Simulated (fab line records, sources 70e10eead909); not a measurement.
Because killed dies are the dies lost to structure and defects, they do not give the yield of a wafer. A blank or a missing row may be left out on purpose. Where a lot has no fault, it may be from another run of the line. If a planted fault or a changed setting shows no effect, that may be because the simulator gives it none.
fab line records	flow nand-harc
[record] lots = 12	wafers = 36	last-day = 23
route steps=1159 shown A_STAIRCASE@555 END@1159
lots untouched by any fault: they come from a run of this same line in which no faults occurred
start-h: hours from the record's opening day to when the first of the lot's shown wafers began	wait-h: time in hours since the lot's previous step	" the same as in the row above	L1.1+2: one row covering several wafers at once	- no value, or no start was given	* or withheld: withheld	< > ~ a bound
route shown NAME@n: NAME is a module with steps in the file, n the number in the route of the first one	usual: mean/standard deviation of fault-free wafers	same: alike in all rows	chamber/n: place in a boat	sites: readings site by site	_std_site: how widely they spread, as a standard deviation	_edge_site: inner sites' mean taken away from outer sites' mean	radius-mm: how far each site lies from the wafer's centre	mask NAME#n: copy n	behind: the tool/chamber that last shaped the wafer	hold: what put the lot on hold/how long, in hours/how the hold closed	device: names the non-switching transistor (n, p or np)	end of line: the tests these same wafers got at the end of their route	a step given without rows: its recipe and nothing more	killed: the dies lost at the first sort to structure and to defects; this is not the yield of the wafer	map: per-die view of a wafer (x killed, . not killed, _ where there is no die)
set.NAME: the setting as run; set.NAME@STEP: as run at that earlier step	model.NAME: the simulator's own value behind a step, which no gauge read
steps of the route over a sample of lots; a table a step, a row a wafer
services: a tool's chamber out of use, with start hour (start-h, from the record's first day; less than 0 if before it), hours out, and reason
[[steps]]
[step NHARC_A_STAIRCASE_ETCH_19]
[recipe] target-depth-a = 1000	time-s = 40.5	ion-energy-ev = 400	c4f8-flow-sccm = 20	o2-flow-sccm = 10	ar-flow-sccm = withheld	rf-w = 600	bias-w = 1000	chemistry = C4F8/O2
[usual] oes-product-au = 0.941/0.0096	rf-vpp-V = 896/6.6
lot.wafer	tool	chamber	start-h	wait-h	oes-product-au	rf-hours-counter-h	rf-vpp-V
L715.3	rie-diel-10	0	251.16	-	0.931	29	892
L715.4	"	1	"	"	0.932	26	887
L715.5	"	3	"	"	0.930	-	894
L716.2	rie-diel-10	0	251.68	-	0.959	29	893
L716.5	"	0	"	"	0.958	-	892
L716.6	"	1	"	"	0.943	-	890
L719.3	rie-diel-10	2	258.31	-	0.940	27	890
L719.2	"	3	"	"	0.950	23	893
L719.6	"	1	"	"	0.943	-	889
L717.3	rie-diel-12	1	259.15	-	0.941	17	902
L717.5	"	2	"	"	0.936	-	887
L717.6	"	3	"	"	0.939	-	906
L718.4	rie-diel-12	2	262.06	-	0.942	16	888
L718.3	"	1	"	"	0.954	18	901
L718.5	"	3	"	"	0.933	-	905
L721.1	rie-diel-12	1	275.93	-	0.951	25	903
L721.2	"	3	"	"	0.972	24	905
L721.6	"	1	"	"	0.953	-	901
L724.1	rie-diel-12	2	302.01	-	0.950	31	888
L724.5	"	1	"	"	0.938	-	901
L724.6	"	2	"	"	0.950	-	888
L725.1	rie-diel-01	1	311.79	-	0.932	58	897
L725.5	"	0	"	"	0.931	-	887
L725.6	"	1	"	"	0.935	-	897
L727.3	rie-diel-01	0	311.81	-	0.929	57	887
L727.2	"	1	"	"	0.932	58	897
L727.5	"	0	"	"	1.097	-	887
L726.2	rie-diel-01	2	311.85	-	0.938	58	895
L726.3	"	3	"	"	0.945	58	901
L726.5	"	2	"	"	1.104	-	897
L728.4	rie-diel-10	0	326.88	-	0.944	54	893
L728.2	"	1	"	"	0.945	54	889
L728.5	"	1	"	"	0.948	-	889
L731.1	rie-diel-10	1	333.89	-	0.936	58	887
L731.5	"	2	"	"	0.937	-	888
L731.6	"	3	"	"	0.932	-	893
[step NHARC_A_STAIRCASE_TRIM_20]
[recipe] time-s = 211.2	o2-flow-sccm = 500	ar-flow-sccm = 0	bias-w = 0	chemistry = O2
[usual] drypump-motor-current-A = 5.6/0.51	oes-product-au = 1.002/0.0064	rf-vpp-V = 57.7/0.95	showerhead-plenum-p-Torr = 3.51/0.17	throttle-valve-pct = 17.036/0.0088
lot.wafer	tool	chamber	start-h	wait-h	drypump-motor-current-A	oes-product-au	rf-hours-counter-h	rf-vpp-V	showerhead-plenum-p-Torr	throttle-valve-pct
L715.3	rie-diel-01	3	251.37	0.1	6.3	1.004	34	57.5	3.70	17.038
L715.4	"	2	"	"	6.7	0.995	36	55.9	3.53	17.038
L715.5	"	0	"	"	6.3	1.001	-	56.0	3.30	17.019
L716.2	rie-diel-12	3	251.90	0.1	5.4	1.008	13	58.1	3.80	17.029
L716.5	"	1	"	"	5.2	1.006	-	58.9	3.70	17.045
L716.6	"	2	"	"	4.9	1.007	-	57.5	3.30	17.018
L719.3	rie-diel-12	1	258.52	0.1	5.2	1.002	17	59.3	3.70	17.038
L719.2	"	2	"	"	4.8	1.004	14	57.0	3.30	17.044
L719.6	"	3	"	"	5.4	1.005	-	58.7	3.80	17.044
L717.3	rie-diel-01	1	259.37	0.1	5.7	1.004	40	57.2	3.58	17.027
L717.5	"	1	"	"	5.7	1.004	-	56.8	3.58	17.044
L717.6	"	2	"	"	6.7	1.011	-	59.0	3.53	17.042
L718.3	rie-diel-10	2	262.30	0.1	5.3	0.992	28	56.4	3.35	17.031
L718.5	"	1	"	"	5.9	1.003	-	57.0	3.34	17.051
L718.4	"	2	"	"	5.3	0.994	-	56.5	3.35	17.019
L721.2	rie-diel-10	3	276.10	0.1	5.0	0.985	26	57.8	3.48	17.042
L721.1	"	0	"	"	5.6	1.004	39	58.3	3.44	17.038
L721.6	"	3	"	"	5.0	0.994	-	58.2	3.48	17.022
L724.1	rie-diel-12	2	302.18	0.1	4.9	1.009	31	57.1	3.29	17.041
L724.5	"	2	"	"	4.9	1.013	-	57.9	3.29	17.040
L724.6	"	3	"	"	5.4	1.005	-	57.4	3.79	17.026
L725.1	rie-diel-01	0	311.98	0.1	6.4	0.993	58	59.0	3.29	17.028
L725.6	"	3	"	"	6.2	0.999	-	57.2	3.68	17.034
L725.5	"	0	"	"	6.4	1.005	-	56.4	3.29	17.034
L727.3	rie-diel-12	1	311.98	0.1	5.2	1.002	38	59.0	3.69	17.044
L727.2	"	3	"	"	5.4	1.002	37	59.0	3.79	17.028
L727.5	"	1	"	"	5.2	1.013	-	58.9	3.69	17.040
L726.2	rie-diel-10	0	312.05	0.1	5.6	0.999	49	56.9	3.43	17.040
L726.3	"	2	"	"	5.3	0.990	45	58.3	3.34	17.037
L726.5	"	0	"	"	5.6	1.001	-	57.2	3.43	17.035
L728.4	rie-diel-01	2	327.08	0.1	6.6	1.011	1	57.2	3.52	17.031
L728.2	"	0	"	"	6.4	0.995	1	57.9	3.29	17.043
L728.5	"	2	"	"	6.7	0.997	-	57.2	3.52	17.026
L731.1	rie-diel-01	1	334.13	0.2	5.7	1.003	4	58.4	3.56	17.042
L731.6	"	3	"	"	6.3	0.995	-	56.9	3.68	17.044
L731.5	"	0	"	"	6.3	0.998	-	57.1	3.29	17.035
[step NHARC_A_STAIRCASE_TRIM_24]
[recipe] time-s = 211.2	o2-flow-sccm = 500	ar-flow-sccm = 0	bias-w = 0	chemistry = O2
[usual] drypump-motor-current-A = 5.6/0.52	oes-product-au = 1.002/0.0067	rf-vpp-V = 57.7/0.99	showerhead-plenum-p-Torr = 3.50/0.17	throttle-valve-pct = 17.037/0.0088
lot.wafer	tool	chamber	start-h	wait-h	drypump-motor-current-A	oes-product-au	rf-hours-counter-h	rf-vpp-V	showerhead-plenum-p-Torr	throttle-valve-pct
L715.3	rie-diel-01	0	-	-	6.4	1.004	36	57.2	3.30	17.044
L715.4	"	1	"	"	5.7	1.009	37	58.1	3.58	17.037
L715.5	"	1	"	"	5.7	1.002	-	56.7	3.58	17.027
L716.2	rie-diel-12	2	-	-	4.8	0.999	12	58.8	3.30	17.030
L716.5	"	0	"	"	5.6	1.007	-	56.8	3.80	17.030
L716.6	"	1	"	"	5.2	1.018	-	56.6	3.70	17.030
L719.2	rie-diel-12	2	-	-	4.9	1.003	15	57.3	3.30	17.045
L719.3	"	3	"	"	5.4	1.004	16	57.9	3.80	17.047
L719.6	"	0	"	"	5.5	0.994	-	57.0	3.80	17.037
L717.3	rie-diel-01	0	-	-	6.4	0.996	39	56.5	3.30	17.035
L717.6	"	2	"	"	6.6	1.003	-	57.5	3.53	17.014
L717.5	"	3	"	"	6.2	0.994	-	58.7	3.69	17.056
L718.3	rie-diel-10	2	-	-	5.3	0.988	29	57.1	3.35	17.032
L718.5	"	0	"	"	5.6	1.002	-	57.7	3.44	17.039
L718.4	"	2	"	"	5.3	0.991	-	56.1	3.35	17.043
L721.2	rie-diel-10	0	-	-	5.6	1.005	39	56.9	3.44	17.035
L721.1	"	1	"	"	5.8	1.002	36	57.5	3.33	17.050
L721.6	"	0	"	"	5.6	0.999	-	58.7	3.44	17.040
L724.1	rie-diel-12	3	-	-	5.4	1.007	33	57.7	3.79	17.023
L724.5	"	1	"	"	5.2	1.017	-	59.0	3.69	17.030
L724.6	"	2	"	"	4.9	1.014	-	57.3	3.29	17.040
L725.1	rie-diel-01	0	-	-	6.3	1.005	58	58.5	3.29	17.025
L725.5	"	2	"	"	6.6	0.998	-	58.2	3.52	17.034
L725.6	"	3	"	"	6.3	0.998	-	59.5	3.68	17.040
L726.3	rie-diel-10	3	-	-	5.0	0.998	37	56.1	3.47	17.029
L726.2	"	2	"	"	5.3	0.999	46	57.0	3.34	17.025
L726.5	"	0	"	"	5.6	1.002	-	57.6	3.43	17.040
L727.3	rie-diel-12	1	-	-	5.2	1.003	38	59.1	3.69	17.053
L727.2	"	2	"	"	4.9	1.009	35	57.2	3.29	17.031
L727.5	"	2	"	"	4.9	1.009	-	56.7	3.29	17.026
L728.2	rie-diel-01	3	-	-	6.3	1.005	3	57.8	3.68	17.050
L728.4	"	1	"	"	5.7	1.008	2	58.1	3.57	17.041
L728.5	"	2	"	"	6.6	1.001	-	58.2	3.52	17.032
L731.1	rie-diel-01	0	-	-	6.3	1.009	6	57.4	3.29	17.029
L731.6	"	1	"	"	5.7	0.994	-	58.6	3.56	17.041
L731.5	"	2	"	"	6.6	1.000	-	58.4	3.52	17.019
[step NHARC_A_STAIRCASE_STRIP_175]
[recipe] power-w = 1500	temp-c = 250	chemistry = O2
[usual] drypump-motor-current-A = 5.8/0.46	heater-power-w = 356/30	temp-c = 250.02/0.18
lot.wafer	tool	chamber	start-h	wait-h	drypump-motor-current-A	heater-power-w	rf-hours-counter-h	temp-c
L715.4	plasma-asher-01	1	252.61	0.2	5.8	373	-	249.75
L715.3	"	0	"	"	6.5	403	-	250.15
L715.5	"	0	"	"	6.5	396	-	249.83
L716.2	plasma-asher-01	1	252.92	0.1	5.8	358	48	250.10
L716.5	"	1	"	"	5.8	363	-	249.99
L716.6	"	0	"	"	6.4	400	-	249.94
L719.2	plasma-asher-02	1	259.70	0.1	5.2	324	23	249.83
L719.3	"	0	"	"	5.8	344	-	249.87
L719.6	"	0	"	"	5.7	340	-	249.72
L717.3	plasma-asher-01	1	260.73	0.2	5.8	381	-	249.80
L717.6	"	1	"	"	5.8	362	-	250.10
L717.5	"	0	"	"	6.5	401	-	249.80
L718.4	plasma-asher-02	1	263.86	0.2	5.2	323	-	250.12
L718.3	"	0	"	"	5.7	352	-	249.87
L718.5	"	0	"	"	5.7	342	-	249.76
L721.1	plasma-asher-02	0	277.17	0.1	5.7	345	29	250.09
L721.2	"	1	"	"	5.2	318	29	250.18
L721.6	"	1	"	"	5.2	322	-	250.22
L724.1	plasma-asher-01	1	303.25	0.1	5.8	359	4	249.92
L724.5	"	1	"	"	5.8	361	-	249.96
L724.6	"	0	"	"	6.4	394	-	249.55
L725.1	plasma-asher-02	1	313.27	0.1	5.2	319	42	249.93
L725.5	"	0	"	"	5.7	328	-	250.14
L725.6	"	1	"	"	5.2	326	-	249.74
L726.2	plasma-asher-01	0	313.30	0.1	6.5	390	7	249.92
L726.3	"	0	"	"	6.5	399	-	250.21
L726.5	"	1	"	"	5.8	358	-	250.00
L727.2	plasma-asher-01	1	313.58	0.2	5.9	356	7	250.04
L727.3	"	0	"	"	6.4	397	-	250.30
L727.5	"	1	"	"	5.8	360	-	249.80
L728.2	plasma-asher-01	0	330.25	0.4	6.5	399	15	249.87
L728.4	"	1	"	"	5.8	368	-	250.08
L728.5	"	1	"	"	5.8	354	-	250.33
L731.1	plasma-asher-01	0	335.31	0.1	6.5	403	16	249.65
L731.5	"	1	"	"	5.8	363	-	250.26
L731.6	"	0	"	"	6.5	412	-	250.17
[step NHARC_END_SORT_01]
[recipe] temp-c = 25
[usual] killed-at-array = 24/7.4	killed-at-other = 0.5/0.81	killed-at-periphery = 3.4/2.3	killed-dies = 28/8	killed-open = 3.4/1.8	killed-short = 2.0/1.4
[same] gross-dies = 677
lot.wafer	tool	chamber	start-h	wait-h	killed-at-array	killed-at-other	killed-at-periphery	killed-dies	killed-open	killed-short
L726.2	prober-02	0	517.92	2.8	17	1	5	23	2	1
L726.3	prober-02	0	518.70	3.1	15	0	9	24	5	1
L726.5	prober-02	0	520.26	3.6	672	2	3	677	5	4
L727.2	prober-01	0	517.97	2.8	24	0	7	31	5	2
L727.3	prober-01	0	518.77	3.1	23	0	2	25	6	2
L727.5	prober-01	0	520.38	3.7	674	0	2	676	5	1
// killed by level:class
L726.2 A_WL_FILL:chamber-film-flake=5 P_ZERO_WELL:chamber-film-flake=4 A_CHANNEL_HOLE_D1:chamber-film-flake=4 A_STAIRCASE:chamber-film-flake=2 A_CONTACT:chamber-film-flake=2 A_ONON_D1:geometric-particle:open=1 A_WL_FILL:geometric-particle:short=1 A_BLC:geometric-particle:open=1
L727.2 A_CHANNEL_HOLE_D1:chamber-film-flake=8 A_CONTACT:chamber-film-flake=8 P_ZERO_WELL:chamber-film-flake=5 A_STAIRCASE:chamber-film-flake=3 P_CONTACT:geometric-particle:open=2 A_ONON_D1:geometric-particle:open=1 A_CHANNEL_FILL_D1:geometric-particle:short=1 A_WL_FILL:geometric-particle:open=1
L726.3 P_ZERO_WELL:chamber-film-flake=5 A_CHANNEL_HOLE_D1:chamber-film-flake=5 A_WL_FILL:chamber-film-flake=3 P_M1:chamber-film-flake=2 A_STAIRCASE:chamber-film-flake=2 P_CONTACT:geometric-particle:open=1 A_ONON_D1:geometric-particle:open=1 A_CHANNEL_FILL_D1:geometric-particle:open=1
L727.3 A_CHANNEL_HOLE_D1:chamber-film-flake=6 A_CONTACT:chamber-film-flake=6 A_STAIRCASE:chamber-film-flake=3 P_M0:geometric-particle:short=1 A_ONON_D1:geometric-particle:open=1 A_STAIRCASE:geometric-particle:open=1 A_CHANNEL_FILL_D1:geometric-particle:open=1 A_WL_FILL:geometric-particle:short=1
L726.5 A_STAIRCASE:area-etch=652 A_CHANNEL_HOLE_D1:chamber-film-flake=4 A_STAIRCASE:chamber-film-flake=4 A_CONTACT:geometric-particle:open=3 P_ZERO_WELL:chamber-film-flake=3 A_WL_FILL:chamber-film-flake=3 A_STAIRCASE:geometric-particle:short=1 A_SGD_CUT:geometric-particle:short=1
L727.5 A_STAIRCASE:area-etch=647 A_CHANNEL_HOLE_D1:chamber-film-flake=18 A_CONTACT:chamber-film-flake=3 A_CONTACT:geometric-particle:open=2 P_GATE:chamber-film-flake=2 A_CHANNEL_FILL_D1:geometric-particle:open=1 A_SGD_CUT:geometric-particle:open=1 A_WL_FILL:geometric-particle:short=1
[[services]]
tool	chamber	start-h	hours	kind
plasma-asher-02	-	242.83	1.2	repair
rie-diel-01	0	245.52	-	clean
rie-diel-01	1	245.52	-	clean
rie-diel-01	2	245.52	-	clean
rie-diel-01	3	245.52	-	clean
rie-diel-01	0	270.10	-	clean
rie-diel-01	1	270.10	-	clean
rie-diel-01	2	270.10	-	clean
rie-diel-01	3	270.10	-	clean
plasma-asher-01	-	276.00	9.0	pm
rie-diel-12	2	285.43	4.8	repair
plasma-asher-01	-	289.04	3.3	repair
rie-diel-01	0	294.71	-	clean
rie-diel-01	1	294.71	-	clean
rie-diel-01	2	294.71	-	clean
rie-diel-01	3	294.71	-	clean
rie-diel-01	-	314.99	9.0	pm
rie-diel-01	0	314.99	9.0	vent-cycle
rie-diel-01	1	314.99	9.0	vent-cycle
rie-diel-01	2	314.99	9.0	vent-cycle
rie-diel-01	3	314.99	9.0	vent-cycle
rie-diel-01	0	323.99	-	clean
rie-diel-01	0	323.99	-	consumable-replace:focus-ring
rie-diel-12	3	334.04	1.7	repair
[[key]]
[first-sign] step = NHARC_A_STAIRCASE_ETCH_19	reading = oes-product-au	direction = up	sigmas = 17	usual = 0.941	struck = 1.100
[effect] step = NHARC_END_SORT_01	reading = killed-at-array	direction = up	sigmas = 87	usual = 24	struck = 673
[more-kills-born-at] NHARC_A_STAIRCASE_ETCH_19@rie-diel-01 = 1299
met-at NHARC_A_STAIRCASE_ETCH_19
struck-lots L726,L727
struck-wafers L726.5,L727.5
later-rows-left-out L726.5,L727.5
tester-left-out L726,L727
not-acting-at NHARC_A_STAIRCASE_TRIM_20,NHARC_A_STAIRCASE_TRIM_24,NHARC_A_STAIRCASE_STRIP_175
[fault] kind = process-parameter-drift	tool = rie-diel-01	chamber = -	onset-h = 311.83	steps = NHARC_A_STAIRCASE_ETCH_19	channel = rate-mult	offset = 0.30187	shape = step	end-h = 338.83	scope = struck-wafers-only
// tester-left-out: of these lots the tester's yield and bins aren't shown, on N5 and GAA mostly nor the transistor test; their killed dies are dies lost to structure and defects alone, not to doping, threshold or leakage, so they don't give the yield
// later-rows-left-out: the simulator's readings of these wafers behind a module that went badly wrong aren't trusted and aren't shown, but for the sort
